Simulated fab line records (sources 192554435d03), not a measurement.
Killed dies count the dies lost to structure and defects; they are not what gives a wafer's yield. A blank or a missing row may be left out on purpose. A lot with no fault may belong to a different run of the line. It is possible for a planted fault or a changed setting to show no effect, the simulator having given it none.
Matching of chambers    flow n5_finfet    rie_diel-03 running N5_BEOL_M3_ETCH_63: 4 sister chambers
The step etches SiARC in CF4, target depth 15.6 nm, time 26 s. 4 wafers are shown with their chamber, then 11 later ones without.

== WAFERS WITH THEIR CHAMBER ==
wafer   chamber  showerhead_plenum_p_Torr (Torr)
L081.6  2        2.21
L091.1  1        2.16
L091.6  0        2.10
L094.1  3        2.13

== WAFERS MISSING THEIR CHAMBER ==
wafer   showerhead_plenum_p_Torr (Torr)
L094.2  2.21
L094.3  2.10
L095.2  2.13
L095.3  2.15
L095.6  2.10
L097.1  2.15
L097.3  2.10
L097.6  2.21
L096.4  2.10
L096.5  2.15
L096.6  2.21

== CHAMBER TAKEN BY EACH ==
wafer   from the rows above      in truth
L094.2  2                        2
L094.3  0                        0
L095.2  3                        3
L095.3  can't be placed: 1 or 3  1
L095.6  0                        0
L097.1  can't be placed: 1 or 3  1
L097.3  0                        0
L097.6  2                        2
L096.4  0                        0
L096.5  can't be placed: 1 or 3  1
L096.6  2                        2
8 of 11 placed correctly. Unplaceable from these rows: 3, with the true chamber sitting among the candidates in 3. Wrongly placed: 0.
How it was worked out, from the rows above alone: a wafer's distance from a chamber is the root of the sum, over the readings, of the square of ((its reading less the chamber's mean) divided by the reading's scatter). If the next closest chamber is less than 2 further off than the closest, the wafer can't be placed; otherwise it belongs to the closest. For every chamber, the mean is computed from those of its wafers that are shown. The scatter: with one shown wafer a chamber, the root of the mean of the squares of how far each hidden wafer lies from its nearest shown one.
